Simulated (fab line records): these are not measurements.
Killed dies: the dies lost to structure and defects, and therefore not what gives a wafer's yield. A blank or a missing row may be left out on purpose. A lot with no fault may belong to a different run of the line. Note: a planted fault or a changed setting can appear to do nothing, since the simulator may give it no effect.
Split-lot experiment    flow n5Finfet    on a route of 1938 steps: 7 lots, 21 wafers read

## THE SPLIT ITSELF
At N5_GATE_CUT_ETCH_56 (etches TiN in Cl2/Ar, target depth 21.6 nm), the setting biasW was moved away from the recipe's 60 W on 6 of the 21 wafers read, by -14.0% to +13.1%. The other wafers ran this setting at the recipe's value.

The split's own step is where the reading is taken.

## THE READING
etch.depthNm (the simulator's own value, which no gauge read), in nm, at N5_GATE_CUT_ETCH_56 (etches TiN in Cl2/Ar, target depth 21.6 nm). No usual value for it is given in the file. Across the 15 wafers here that went through the recipe, the average is 21.69 nm and the standard deviation 0.26 nm.

wafer   tool, chamber at the split  biasW as run, W  against the recipe  etch.depthNm, nm  against lot-mates on the recipe
L078.1  rieMetal-01, 0              60               recipe              21.76             -
L078.2  rieMetal-01, 1              51.6             -14.0%              20.67             -1.09
L078.5  rieMetal-01, 1              51.6             -14.0%              20.68             -1.08
L083.1  rieMetal-02, 1              60               recipe              21.89             -
L083.4  rieMetal-02, 0              60               recipe              21.46             -
L083.6  rieMetal-02, 1              60               recipe              21.91             -
L084.1  rieMetal-01, 0              60               recipe              21.38             -
L084.3  rieMetal-01, 0              60               recipe              21.54             -
L084.6  rieMetal-01, 0              60               recipe              21.57             -
L085.4  rieMetal-01, 0              67.87            +13.1%              22.86             +1.22
L085.5  rieMetal-01, 1              60               recipe              21.57             -
L085.6  rieMetal-01, 0              60               recipe              21.71             -
L093.1  rieMetal-02, 0              60               recipe              21.78             -
L093.4  rieMetal-02, 1              60               recipe              22.47             -
L093.5  rieMetal-02, 0              60               recipe              21.83             -
L094.1  rieMetal-03, 0              67.63            +12.7%              22.69             +1.13
L094.2  rieMetal-03, 1              67.63            +12.7%              22.9              +1.34
L094.3  rieMetal-03, 0              60               recipe              21.56             -
L097.2  rieMetal-01, 0              54.69            -8.9%               20.54             -0.93
L097.3  rieMetal-01, 0              60               recipe              21.49             -
L097.4  rieMetal-01, 1              60               recipe              21.44             -

FIT RESULTS
A straight line over all 21 wafers: etch.depthNm changes by +0.0849 nm for each +1% of biasW; r = +0.92; the points scatter about the line by 0.26 nm.
The same after taking each lot's own level away (the mean of its wafers on the recipe; 21 wafers): +0.089 nm for each +1%; r = +0.96; scatter 0.17 nm.
According to that fit, moving biasW by its largest amount changes the reading by 1.2 nm.
Across the lots, their own levels run from 21.465 to 22.027 nm, a range of 2.1 times the standard deviation given above.
The two slopes agree, so the slope changes little with the lot-to-lot level.
Check: for one of the wafers moved furthest among these (-14.0%), held out of the fit, the line's prediction against its lot-mates is -1.27 nm. Against them it came out at -1.09 nm.

## FURTHER SPLITS ON THESE WAFERS
Before the reading, these wafers also passed through other splits. Each is held against what the fit with the lots' levels taken away leaves over:
other split on the same wafers    wafers away from the commonest value  r with etch.depthNm (lot level and that fit taken away)
N5_WELL_APT_COAT_02 spinRpm       8                                     -0.04
N5_WELL_APT_EXPOSE_05 doseMj      6                                     -0.37
N5_WELL_APT_DESCUM_13 timeS       6                                     +0.20
N5_FIN_SAQP_PECVD_06 timeS        9                                     +0.12
N5_FIN_SAQP_EXPOSE_13 doseMj      5                                     -0.11
N5_FIN_CUT_COAT_19 spinRpm        5                                     -0.07
N5_SD_EPI_N_COAT_33 spinRpm       5                                     +0.19
N5_SD_EPI_N_DESCUM_14 timeS       6                                     -0.36
N5_SD_EPI_N_ETCH_45 targetDepthA  4                                     -0.07

## FILE'S OWN FIT
etch.depthNm changes by +0.0906 nm for each +1% of biasW, r = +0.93.
